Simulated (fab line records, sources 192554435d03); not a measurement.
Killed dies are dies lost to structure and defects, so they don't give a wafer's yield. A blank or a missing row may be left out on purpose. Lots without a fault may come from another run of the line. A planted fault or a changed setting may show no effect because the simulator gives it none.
fab line records | flow n5_finfet
record lots=24 wafers=72 last_day=17
route steps=1938 shown BEOL_M6@1214
lots that met no fault: from a run of the same line without faults
start_h: hours from the record's first day to the start of the lot's first wafer shown | wait_h: hours since the lot's step before | " the same as in the row above | L1.1+2: a row that stands for several wafers | - no value, or no start given | * or withheld: withheld | < > ~ a bound
route shown NAME@n: a module of which the file shows steps, and the number in the route of the first | usual: mean/standard deviation of fault-free wafers | same: alike in all rows | chamber/n: place in a boat | sites: the reading at each site | _std_site: their standard deviation | _edge_site: outer sites' mean less inner sites' | radius_mm: how far each site lies from the wafer's centre | mask NAME#n: copy n | behind: the tool/chamber that last shaped the wafer | hold: why the lot was held/for how many hours/how that ended | device: the transistor (n, p or np) that didn't switch | end of line: the same wafers' tests at the end of the route | a step without rows: its recipe alone | killed: dies lost to structure and defects at the first sort, not the wafer's yield | map: a wafer's dies, x killed, . not, _ none there
set.NAME: the setting as run; set.NAME@STEP: as run at that earlier step | model.NAME: the simulator's own value behind a step, which no gauge read
steps of the route over a sample of lots; a table a step, a row a wafer
services: from which hour (start_h, from the record's first day; less than 0 if before it) a tool's chamber was out of use, for how many hours, and why
## steps
# step N5_BEOL_M6_STRIP_67
# recipe chemistry=CF4 resist=SiARC power_w=300 bias_power_w=75 pressure_mtorr=50 cf4_flow_sccm=150 rf_frequency_hz=6e+07
# usual drypump_motor_current_A=5.5/0.42 oes_product_au=0.80/0.074 rf_vpp_V=271.1/1.3 showerhead_plenum_p_Torr=1.79/0.047 throttle_valve_pct=13.69/0.24
# columns lot.wafer tool chamber start_h wait_h drypump_motor_current_A oes_product_au rf_hours_counter_h rf_vpp_V showerhead_plenum_p_Torr throttle_valve_pct
L074.1 rie_diel-02 2 179.36 0.0 5.0 0.72 179 268.7 1.71 13.90
L074.5 " 0 " " 5.6 0.75 - 270.4 1.79 13.89
L074.6 " 1 " " 5.3 0.92 - 270.0 1.76 13.30
L075.1 rie_diel-01 3 192.34 0.0 6.2 0.81 102 273.4 1.87 13.86
L075.2 " 1 " " 6.1 0.78 122 271.8 1.74 13.83
L075.4 " 2 " " 5.6 0.90 31 274.6 1.90 13.12
L076.4 rie_diel-02 0 194.63 0.0 5.6 0.75 180 270.9 1.79 13.90
L076.5 " 0 " " 5.6 0.75 - 271.2 1.79 13.91
L076.6 " 3 " " 4.9 0.74 - 271.2 1.79 13.68
L077.1 rie_diel-02 1 202.45 0.0 5.4 0.90 23 270.6 1.76 13.31
L077.2 " 3 " " 4.9 0.73 168 271.4 1.79 13.66
L077.6 " 0 " " 5.6 0.75 - 271.0 1.79 13.90
L078.1 rie_diel-02 2 205.03 0.0 5.0 0.71 188 268.8 1.71 13.90
L078.4 " 3 " " 4.9 0.74 169 270.4 1.79 13.67
L078.6 " 1 " " 5.3 0.90 - 271.1 1.76 13.30
L079.4 rie_diel-01 1 211.99 0.0 6.1 0.77 128 268.6 1.74 13.87
L079.5 " 3 " " 6.2 0.81 - 272.5 1.87 13.88
L079.6 " 2 " " 5.6 0.89 - 272.3 1.90 13.17
L080.1 rie_diel-04 0 219.86 0.0 5.5 0.87 47 270.3 1.82 13.62
L080.3 " 1 " " 4.7 0.68 245 270.7 1.78 13.96
L080.4 " 3 " " 5.4 0.79 102 270.1 1.81 13.67
L082.2 rie_diel-01 3 228.07 0.0 6.2 0.79 115 272.7 1.87 13.89
L082.3 " 1 " " 6.1 0.76 134 270.4 1.74 13.87
L082.6 " 2 " " 5.6 0.88 - 272.5 1.89 13.17
L081.2 rie_diel-04 0 229.51 0.0 5.5 0.87 52 271.0 1.82 13.65
L081.4 " 3 " " 5.4 0.79 105 271.8 1.81 13.65
L081.6 " 2 " " 5.7 0.88 - 271.5 1.83 13.70
L083.1 rie_diel-02 0 230.59 0.0 5.6 0.74 192 271.4 1.78 13.92
L083.2 " 3 " " 4.9 0.73 177 271.4 1.79 13.68
L083.6 " 1 " " 5.4 0.88 - 271.0 1.76 13.34
L084.1 rie_diel-04 3 232.59 0.0 5.4 0.79 106 271.4 1.81 13.66
L084.2 " 2 " " 5.6 0.88 38 270.3 1.83 13.71
L084.4 " 3 " " 5.4 0.79 - 272.0 1.81 13.65
L085.1 rie_diel-04 0 248.83 0.0 5.5 0.86 61 271.9 1.82 13.66
L085.2 " 3 " " 5.4 0.79 114 271.3 1.80 13.67
L085.4 " 2 " " 5.6 0.87 - 270.1 1.83 13.73
L086.1 rie_diel-02 3 256.21 0.0 4.9 0.73 186 269.4 1.79 13.71
L086.3 " 1 " " 5.3 0.86 40 271.6 1.75 13.35
L086.4 " 2 " " 5.0 0.70 204 268.3 1.70 13.96
L088.1 rie_diel-02 2 259.11 0.0 5.0 0.70 206 269.7 1.70 13.94
L088.2 " 1 " " 5.4 0.86 42 271.0 1.75 13.35
L088.3 " 3 " " 4.9 0.72 188 270.6 1.79 13.69
L087.3 rie_diel-02 0 259.43 0.0 5.6 0.73 202 270.4 1.78 13.95
L087.5 " 0 " " 5.6 0.73 - 271.6 1.78 13.95
L087.6 " 3 " " 4.9 0.72 - 273.1 1.79 13.71
L089.1 rie_diel-04 0 278.90 0.0 5.5 0.84 72 271.0 1.82 13.68
L089.4 " 1 " " 4.7 0.93 8 269.6 1.77 13.42
L089.6 " 1 " " 4.7 0.93 - 270.6 1.77 13.41
L090.1 rie_diel-01 3 288.26 0.0 6.2 0.78 136 274.1 1.86 13.93
L090.2 " 0 " " 5.9 0.88 52 273.0 1.83 13.43
L090.5 " 1 " " 6.1 0.73 - 268.5 1.73 13.93
L091.3 rie_diel-02 3 288.36 0.0 4.9 0.72 197 271.1 1.79 13.72
L091.4 " 2 " " 5.0 0.69 215 270.0 1.70 13.97
L091.6 " 0 " " 5.6 0.72 - 270.6 1.78 13.98
L092.1 rie_diel-01 3 291.82 0.0 6.2 0.78 138 272.1 1.86 13.95
L092.3 " 0 " " 5.9 0.88 54 270.9 1.83 13.44
L092.6 " 3 " " 6.2 0.78 - 273.4 1.86 13.94
L093.1 rie_diel-02 0 292.07 0.0 5.6 0.73 212 270.5 1.78 13.97
L093.4 " 1 " " 5.4 0.86 52 270.0 1.75 13.39
L093.6 " 2 " " 5.0 0.69 - 269.6 1.70 13.98
L094.1 rie_diel-04 2 302.89 0.0 5.6 0.84 65 271.6 1.82 13.77
L094.2 " 3 " " 5.4 0.77 134 270.8 1.80 13.73
L094.3 " 0 " " 5.5 0.84 81 270.8 1.81 13.69
L095.2 rie_diel-04 0 306.13 0.0 5.5 0.83 81 271.9 1.81 13.72
L095.3 " 1 " " 4.7 0.90 17 272.5 1.77 13.45
L095.6 " 2 " " 5.7 0.84 - 273.1 1.82 13.78
L097.3 rie_diel-01 2 317.28 0.0 5.6 0.84 76 272.8 1.89 13.23
L097.4 " 3 " " 6.2 0.77 - 272.7 1.86 13.95
L097.6 " 2 " " 5.6 0.83 - 271.8 1.89 13.22
L096.1 rie_diel-04 0 320.62 0.0 5.5 0.82 86 271.5 1.81 13.71
L096.3 " 2 " " 5.6 0.83 70 271.5 1.82 13.77
L096.5 " 0 " " 5.5 0.83 - 271.2 1.81 13.72
# step N5_BEOL_M6_CD_MEAS_28
# recipe target_cd_nm=40 landing_energy_ev=500 detector=se_inlens
# usual cd_nm=39.95/0.24
# columns lot.wafer tool chamber start_h wait_h cd_nm
L074.1 cd_sem-03 0 181.34 - 40.02
L074.5 " 0 " " 39.75
L074.6 " 0 " " 40.15
L075.1 cd_sem-03 0 193.35 - 39.81
L075.2 " 0 " " 40.03
L075.4 " 0 " " 40.03
L076.4 cd_sem-01 0 195.30 - 39.94
L076.5 " 0 " " 39.70
L076.6 " 0 " " 39.86
L077.1 cd_sem-01 0 203.71 - 40.21
L077.2 " 0 " " 39.63
L077.6 " 0 " " 40.26
L078.1 cd_sem-02 0 206.88 - 40.21
L078.4 " 0 " " 40.06
L078.6 " 0 " " 39.94
L079.4 cd_sem-01 0 212.83 - 39.97
L079.5 " 0 " " 39.88
L079.6 " 0 " " 39.88
L080.1 cd_sem-02 0 220.39 - 39.94
L080.3 " 0 " " 40.01
L080.4 " 0 " " 40.33
L082.2 cd_sem-01 0 229.23 - 39.89
L082.3 " 0 " " 39.74
L082.6 " 0 " " 40.15
L081.2 cd_sem-01 0 230.99 - 40.09
L081.4 " 0 " " 39.99
L081.6 " 0 " " 40.30
L083.1 cd_sem-01 0 231.12 - 39.52
L083.2 " 0 " " 39.51
L083.6 " 0 " " 39.69
L084.1 cd_sem-01 0 233.83 - 39.98
L084.2 " 0 " " 39.61
L084.4 " 0 " " 39.51
L085.1 cd_sem-01 0 249.39 - 40.08
L085.2 " 0 " " 39.92
L085.4 " 0 " " 39.93
L086.1 cd_sem-01 0 257.74 - 39.10
L086.3 " 0 " " 39.96
L086.4 " 0 " " 39.68
L088.1 cd_sem-02 0 259.64 - 39.60
L088.2 " 0 " " 39.65
L088.3 " 0 " " 39.98
L087.3 cd_sem-02 0 260.00 - 40.02
L087.5 " 0 " " 39.65
L087.6 " 0 " " 40.09
L089.1 cd_sem-02 0 280.34 - 39.67
L089.4 " 0 " " 40.12
L089.6 " 0 " " 40.05
L090.1 cd_sem-02 0 289.82 - 39.82
L090.2 " 0 " " 39.70
L090.5 " 0 " " 39.74
L091.3 cd_sem-03 0 289.88 - 39.97
L091.4 " 0 " " 40.12
L091.6 " 0 " " 39.90
L092.1 cd_sem-02 0 292.38 - 39.94
L092.3 " 0 " " 39.64
L092.6 " 0 " " 39.75
L093.1 cd_sem-01 0 292.80 - 40.11
L093.4 " 0 " " 40.32
L093.6 " 0 " " 39.80
L094.1 cd_sem-03 0 304.53 - 40.24
L094.2 " 0 " " 40.11
L094.3 " 0 " " 40.15
L095.2 cd_sem-02 0 306.68 - 40.10
L095.3 " 0 " " 39.87
L095.6 " 0 " " 39.56
L097.3 cd_sem-01 0 319.56 - 39.80
L097.4 " 0 " " 39.44
L097.6 " 0 " " 39.79
L096.1 cd_sem-03 0 322.93 - 39.73
L096.3 " 0 " " 39.99
L096.5 " 0 " " 39.78
# step N5_BEOL_M6_INSPECT_30
# recipe mode=adi inspect_instrument=brightfield
# usual raw_defect_count=420/92
# columns lot.wafer tool chamber start_h wait_h raw_defect_count
L074.1 defect_inspect-01 - 181.43 0.1 283
L074.5 " - " " 365
L074.6 " - " " 382
L075.1 defect_inspect-01 - 193.44 0.1 406
L075.2 " - " " 366
L075.4 " - " " 428
L076.4 defect_inspect-02 - 195.39 0.0 342
L076.5 " - " " 432
L076.6 " - " " 375
L077.1 defect_inspect-01 - 203.80 0.1 270
L077.2 " - " " 416
L077.6 " - " " 373
L078.1 defect_inspect-02 - 206.96 0.1 472
L078.4 " - " " 424
L078.6 " - " " 392
L079.4 defect_inspect-02 - 212.92 0.0 558
L079.5 " - " " 459
L079.6 " - " " 606
L080.1 defect_inspect-02 - 220.48 0.1 464
L080.3 " - " " 348
L080.4 " - " " 529
L082.2 defect_inspect-01 - 229.32 0.1 346
L082.3 " - " " 330
L082.6 " - " " 458
L081.2 defect_inspect-01 - 231.07 0.0 409
L081.4 " - " " 402
L081.6 " - " " 485
L083.1 defect_inspect-02 - 231.21 0.1 416
L083.2 " - " " 457
L083.6 " - " " 414
L084.1 defect_inspect-01 - 233.92 0.1 385
L084.2 " - " " 603
L084.4 " - " " 398
L085.1 defect_inspect-01 - 249.48 0.1 394
L085.2 " - " " 267
L085.4 " - " " 324
L086.1 defect_inspect-02 - 257.86 0.1 486
L086.3 " - " " 460
L086.4 " - " " 550
L088.1 defect_inspect-02 - 259.73 0.1 363
L088.2 " - " " 563
L088.3 " - " " 566
L087.3 defect_inspect-02 - 260.09 0.0 483
L087.5 " - " " 586
L087.6 " - " " 553
L089.1 defect_inspect-02 - 280.42 0.1 647
L089.4 " - " " 632
L089.6 " - " " 504
L090.1 defect_inspect-02 - 289.91 0.1 508
L090.2 " - " " 508
L090.5 " - " " 567
L091.3 defect_inspect-02 - 289.97 0.0 527
L091.4 " - " " 574
L091.6 " - " " 554
L092.1 defect_inspect-01 - 292.47 0.1 478
L092.3 " - " " 339
L092.6 " - " " 415
L093.1 defect_inspect-02 - 292.89 0.1 364
L093.4 " - " " 385
L093.6 " - " " 414
L094.1 defect_inspect-01 - 304.62 0.1 352
L094.2 " - " " 304
L094.3 " - " " 268
L095.2 defect_inspect-01 - 306.77 0.0 519
L095.3 " - " " 440
L095.6 " - " " 282
L097.3 defect_inspect-01 - 319.65 0.0 531
L097.4 " - " " 303
L097.6 " - " " 373
L096.1 defect_inspect-01 - 323.02 0.1 333
L096.3 " - " " 272
L096.5 " - " " 309
# step N5_BEOL_M6_ETCH_65
# recipe chemistry=CF4 target=SiARC target_depth_a=156 mask_material=CAR-EUV time_s=26 ion_energy_ev=80 pressure_mtorr=40 source_w=545 bias_w=36 Ar_flow_sccm=100 cf4_flow_sccm=100 ends=cleared
# usual drypump_motor_current_A=5.5/0.44 etch_rf_on_time_s=25.8/0.37 mfc_ar_sccm=100.00/0.29 oes_product_au=0.69/0.068 rf_vpp_V=184.1/1.2 showerhead_plenum_p_Torr=2.15/0.063 throttle_valve_pct=15.71/0.25
# columns lot.wafer tool chamber start_h wait_h drypump_motor_current_A etch_rf_on_time_s mfc_ar_sccm oes_product_au rf_hours_counter_h rf_vpp_V showerhead_plenum_p_Torr throttle_valve_pct
L074.1 rie_diel-04 0 181.59 0.0 5.5 25.3 100.50 0.77 35 186.3 2.18 15.68
L074.5 " 0 " " 5.5 25.4 100.20 0.77 - 184.9 2.18 15.67
L074.6 " 3 " " 5.4 25.5 99.67 0.70 - 183.3 2.16 15.68
L075.1 rie_diel-01 1 193.52 0.0 6.1 25.3 99.92 0.67 122 182.3 2.07 15.87
L075.2 " 2 " " 5.6 25.5 99.94 0.78 31 186.8 2.26 15.16
L075.4 " 3 " " 6.2 25.4 99.70 0.70 102 184.6 2.24 15.92
L076.4 rie_diel-04 2 195.84 0.0 5.7 25.6 100.12 0.78 25 183.7 2.18 15.74
L076.5 " 3 " " 5.4 25.4 99.70 0.70 - 184.6 2.16 15.68
L076.6 " 2 " " 5.7 25.6 100.19 0.77 - 183.0 2.18 15.72
L077.1 rie_diel-02 1 203.89 0.0 5.3 26.0 100.21 0.76 23 183.2 2.10 15.37
L077.2 " 3 " " 4.9 26.2 99.82 0.62 169 185.1 2.14 15.67
L077.6 " 1 " " 5.4 26.0 100.02 0.77 - 182.7 2.10 15.37
L078.1 rie_diel-02 0 207.05 0.0 5.6 26.2 100.10 0.64 184 183.4 2.13 15.95
L078.4 " 2 " " 5.0 26.3 100.03 0.61 188 182.6 2.04 15.96
L078.6 " 0 " " 5.6 26.1 100.09 0.64 - 184.9 2.13 15.93
L079.4 rie_diel-01 0 213.10 0.0 5.9 25.1 100.03 0.81 22 184.6 2.19 15.41
L079.5 " 0 " " 5.9 25.1 100.26 0.81 - 185.5 2.19 15.40
L079.6 " 1 " " 6.0 25.5 99.98 0.66 - 183.7 2.07 15.90
L080.1 rie_diel-01 0 220.57 0.0 5.9 25.0 100.23 0.81 24 186.6 2.19 15.42
L080.3 " 3 " " 6.2 25.4 100.21 0.69 112 185.2 2.23 15.93
L080.4 " 2 " " 5.6 25.6 99.94 0.76 42 185.9 2.26 15.19
L082.2 rie_diel-01 3 229.41 0.0 6.2 25.4 100.16 0.69 116 184.6 2.23 15.94
L082.3 " 1 " " 6.1 25.5 99.88 0.66 135 184.4 2.07 15.91
L082.6 " 3 " " 6.2 25.4 100.14 0.69 - 185.7 2.23 15.95
L081.2 rie_diel-02 2 231.16 0.0 5.0 26.1 100.14 0.61 196 182.8 2.04 15.97
L081.4 " 1 " " 5.3 26.2 99.94 0.75 33 184.0 2.09 15.39
L081.6 " 2 " " 5.0 26.1 99.92 0.61 - 182.8 2.04 15.96
L083.1 rie_diel-01 0 231.29 0.0 6.0 25.5 99.68 0.79 28 183.2 2.19 15.42
L083.2 " 3 " " 6.2 25.5 99.60 0.69 116 184.8 2.23 15.94
L083.6 " 3 " " 6.2 25.6 99.22 0.69 - 184.8 2.23 15.95
L084.1 rie_diel-04 2 234.17 0.0 5.7 26.0 100.60 0.75 38 183.7 2.18 15.76
L084.2 " 0 " " 5.5 25.2 99.79 0.75 53 183.5 2.18 15.70
L084.4 " 0 " " 5.5 25.1 99.92 0.76 - 183.5 2.17 15.71
L085.1 rie_diel-01 1 249.81 0.0 6.1 25.5 99.68 0.64 143 183.0 2.06 15.93
L085.2 " 3 " " 6.2 25.2 100.43 0.69 124 184.8 2.23 15.95
L085.4 " 2 " " 5.6 25.5 99.86 0.75 53 186.7 2.26 15.21
L086.1 rie_diel-01 3 257.95 0.0 6.2 25.5 99.88 0.68 126 185.2 2.23 15.96
L086.3 " 0 " " 5.9 25.4 100.30 0.78 39 185.6 2.18 15.44
L086.4 " 2 " " 5.6 25.9 99.62 0.74 56 186.9 2.26 15.21
L088.1 rie_diel-02 2 259.94 0.0 5.0 26.0 100.19 0.60 206 184.3 2.04 15.99
L088.2 " 0 " " 5.6 26.5 100.56 0.63 202 184.1 2.13 15.97
L088.3 " 3 " " 4.9 26.1 99.57 0.62 188 184.5 2.14 15.72
L087.3 rie_diel-02 1 260.59 0.0 5.3 26.0 99.48 0.74 42 183.1 2.09 15.41
L087.5 " 3 " " 4.9 26.2 99.90 0.61 - 184.0 2.13 15.71
L087.6 " 2 " " 5.0 26.1 100.38 0.59 - 182.3 2.04 15.98
L089.1 rie_diel-04 1 280.51 0.0 4.8 25.6 100.27 0.80 9 183.8 2.11 15.47
L089.4 " 2 " " 5.6 26.0 99.82 0.73 57 186.1 2.17 15.80
L089.6 " 2 " " 5.6 25.9 100.15 0.74 - 184.6 2.17 15.79
L090.1 rie_diel-02 1 290.00 0.0 5.4 26.1 100.23 0.73 51 183.3 2.09 15.42
L090.2 " 0 " " 5.6 26.5 99.93 0.61 211 182.4 2.12 16.00
L090.5 " 0 " " 5.6 26.4 99.76 0.62 - 182.8 2.12 16.00
L091.3 rie_diel-04 2 290.05 0.0 5.7 25.5 99.88 0.73 60 184.4 2.17 15.79
L091.4 " 0 " " 5.5 25.3 100.07 0.73 76 185.9 2.17 15.76
L091.6 " 1 " " 4.7 25.6 100.26 0.79 - 183.2 2.11 15.49
L092.1 rie_diel-01 3 293.13 0.0 6.2 25.3 100.11 0.67 138 186.1 2.22 15.99
L092.3 " 0 " " 5.9 25.5 99.98 0.76 54 182.7 2.18 15.48
L092.6 " 0 " " 5.9 25.5 100.32 0.76 - 184.5 2.18 15.48
L093.1 rie_diel-02 1 293.65 0.0 5.3 26.3 100.40 0.73 53 182.4 2.09 15.43
L093.4 " 3 " " 4.9 26.3 99.78 0.60 199 183.0 2.13 15.74
L093.6 " 0 " " 5.6 26.6 100.11 0.62 - 183.9 2.12 16.00
L094.1 rie_diel-04 3 304.70 0.0 5.4 25.9 99.44 0.65 135 182.3 2.15 15.77
L094.2 " 1 " " 4.8 25.7 99.31 0.78 16 181.9 2.11 15.50
L094.3 " 2 " " 5.6 26.0 99.75 0.71 65 183.6 2.17 15.82
L095.2 rie_diel-04 2 306.85 0.0 5.6 26.1 99.56 0.71 66 183.8 2.17 15.82
L095.3 " 1 " " 4.7 25.3 100.06 0.78 17 183.7 2.11 15.49
L095.6 " 1 " " 4.7 25.6 99.65 0.78 - 184.7 2.11 15.49
L097.3 rie_diel-02 0 320.00 0.0 5.6 26.1 100.00 0.61 223 183.5 2.12 16.02
L097.4 " 3 " " 4.9 25.9 99.79 0.60 209 185.2 2.13 15.78
L097.6 " 3 " " 4.9 26.0 100.21 0.61 - 183.7 2.13 15.75
L096.1 rie_diel-01 3 323.35 0.0 6.2 25.6 99.90 0.65 152 183.9 2.22 16.01
L096.3 " 1 " " 6.1 25.8 99.65 0.62 175 182.8 2.05 15.99
L096.5 " 3 " " 6.2 25.6 99.34 0.66 - 184.1 2.22 16.02
# step N5_BEOL_M6_OCD_MEAS_38
# usual trench_depth_nm=94.7/1.6
# columns lot.wafer tool chamber start_h wait_h trench_depth_nm
L074.1 ocd-01 - 181.97 - 96.4
L074.5 " - " " 95.6
L074.6 " - " " 95.1
L075.1 ocd-01 - 193.90 - 96.6
L075.2 " - " " 96.3
L075.4 " - " " 96.3
L076.4 ocd-01 - 196.22 - 94.0
L076.5 " - " " 93.9
L076.6 " - " " 94.7
L077.1 ocd-01 - 204.26 - 94.3
L077.2 " - " " 94.5
L077.6 " - " " 94.6
L078.1 ocd-01 - 207.42 - 93.3
L078.4 " - " " 92.9
L078.6 " - " " 92.7
L079.4 ocd-01 - 213.48 - 96.5
L079.5 " - " " 97.1
L079.6 " - " " 94.0
L080.1 ocd-02 - 220.94 - 96.7
L080.3 " - " " 96.3
L080.4 " - " " 94.9
L082.2 ocd-02 - 229.78 - 95.4
L082.3 " - " " 94.0
L082.6 " - " " 96.1
L081.2 ocd-01 - 231.54 - 92.3
L081.4 " - " " 93.1
L081.6 " - " " 93.1
L083.1 ocd-01 - 231.67 - 95.7
L083.2 " - " " 95.4
L083.6 " - " " 96.1
L084.1 ocd-01 - 234.54 - 96.0
L084.2 " - " " 97.4
L084.4 " - " " 98.0
L085.1 ocd-01 - 250.19 - 94.9
L085.2 " - " " 96.1
L085.4 " - " " 95.0
L086.1 ocd-01 - 258.32 - 96.7
L086.3 " - " " 97.4
L086.4 " - " " 95.7
L088.1 ocd-02 - 260.31 - 94.1
L088.2 " - " " 93.3
L088.3 " - " " 94.6
L087.3 ocd-01 - 260.96 - 95.3
L087.5 " - " " 93.5
L087.6 " - " " 93.1
L089.1 ocd-01 - 280.89 - 95.6
L089.4 " - " " 93.1
L089.6 " - " " 94.3
L090.1 ocd-01 - 290.37 - 94.1
L090.2 " - " " 91.3
L090.5 " - " " 92.7
L091.3 ocd-02 - 290.44 - 96.5
L091.4 " - " " 98.2
L091.6 " - " " 96.4
L092.1 ocd-01 - 293.50 - 95.2
L092.3 " - " " 96.2
L092.6 " - " " 95.3
L093.1 ocd-02 - 294.03 - 91.8
L093.4 " - " " 91.8
L093.6 " - " " 90.7
L094.1 ocd-02 - 305.09 - 94.8
L094.2 " - " " 95.7
L094.3 " - " " 93.6
L095.2 ocd-01 - 307.23 - 94.5
L095.3 " - " " 97.1
L095.6 " - " " 95.7
L097.3 ocd-02 - 320.38 - 92.7
L097.4 " - " " 93.7
L097.6 " - " " 94.5
L096.1 ocd-02 - 323.72 - 95.2
L096.3 " - " " 93.8
L096.5 " - " " 95.4
# step N5_BEOL_M6_ANNEAL_51
# recipe temp_c=225 time_s=90 ambient=N2
# usual wafer_temp_C_max=226.4/0.32
# columns lot.wafer tool chamber start_h wait_h wafer_temp_C_max
L074.1 rtp_anneal-01 0 183.61 0.1 226.0
L074.5 " 0 " " 226.2
L074.6 " 0 " " 226.3
L075.1 rtp_anneal-01 0 196.00 0.1 226.4
L075.2 " 0 " " 226.3
L075.4 " 0 " " 226.3
L076.4 rtp_anneal-01 0 200.47 0.2 226.1
L076.5 " 0 " " 226.4
L076.6 " 0 " " 226.7
L077.1 rtp_anneal-02 0 207.75 0.1 226.4
L077.2 " 0 " " 227.3
L077.6 " 0 " " 226.9
L078.1 rtp_anneal-02 0 209.34 0.1 226.6
L078.4 " 0 " " 226.8
L078.6 " 0 " " 227.6
L079.4 rtp_anneal-01 0 215.72 0.2 226.5
L079.5 " 0 " " 226.9
L079.6 " 0 " " 226.4
L080.1 rtp_anneal-02 0 222.23 0.1 226.4
L080.3 " 0 " " 226.5
L080.4 " 0 " " 226.8
L082.2 rtp_anneal-01 0 231.87 0.1 227.1
L082.3 " 0 " " 226.4
L082.6 " 0 " " 226.0
L081.2 rtp_anneal-02 0 234.19 0.1 226.7
L081.4 " 0 " " 226.4
L081.6 " 0 " " 226.9
L083.1 rtp_anneal-01 0 235.24 0.3 226.5
L083.2 " 0 " " 226.6
L083.6 " 0 " " 226.4
L084.1 rtp_anneal-02 0 237.24 0.9 226.1
L084.2 " 0 " " 225.8
L084.4 " 0 " " 226.3
L085.1 rtp_anneal-01 0 255.04 0.1 226.3
L085.2 " 0 " " 226.7
L085.4 " 0 " " 226.3
L086.1 rtp_anneal-01 0 259.84 0.1 226.2
L086.3 " 0 " " 226.3
L086.4 " 0 " " 226.2
L088.1 rtp_anneal-01 0 262.71 0.1 226.7
L088.2 " 0 " " 226.1
L088.3 " 0 " " 226.0
L087.3 rtp_anneal-01 0 263.77 0.1 226.5
L087.5 " 0 " " 226.4
L087.6 " 0 " " 226.5
L089.1 rtp_anneal-01 0 283.70 0.3 226.4
L089.4 " 0 " " 226.6
L089.6 " 0 " " 226.4
L090.1 rtp_anneal-01 0 292.50 0.6 226.4
L090.2 " 0 " " 226.4
L090.5 " 0 " " 226.4
L091.3 rtp_anneal-02 0 292.90 0.9 226.6
L091.4 " 0 " " 226.7
L091.6 " 0 " " 225.9
L092.1 rtp_anneal-01 0 295.54 0.6 226.3
L092.3 " 0 " " 226.3
L092.6 " 0 " " 226.2
L093.1 rtp_anneal-02 0 296.38 0.7 226.9
L093.4 " 0 " " 226.7
L093.6 " 0 " " 226.8
L094.1 rtp_anneal-01 0 308.75 0.2 226.0
L094.2 " 0 " " 226.3
L094.3 " 0 " " 226.9
L095.2 rtp_anneal-02 0 309.51 0.1 226.5
L095.3 " 0 " " 226.8
L095.6 " 0 " " 227.0
L097.3 rtp_anneal-01 0 323.82 0.4 226.6
L097.4 " 0 " " 226.1
L097.6 " 0 " " 226.3
L096.1 rtp_anneal-01 0 327.06 0.2 226.6
L096.3 " 0 " " 226.2
L096.5 " 0 " " 226.3
## services
# columns tool chamber start_h hours kind
rie_diel-02 0 180.49 4.4 repair
rie_diel-02 - 220.78 2.3 repair
rie_diel-04 1 229.53 - clean
rie_diel-04 1 229.53 - consumable_replace:focus_ring
rie_diel-04 1 229.53 26.2 scheduled_down
rie_diel-04 1 229.53 26.2 vent_cycle
rie_diel-01 3 270.15 5.9 repair
rie_diel-01 2 285.76 10.5 repair
rie_diel-01 0 307.46 4.7 repair
rie_diel-01 0 314.89 13.9 repair
## key
fault none
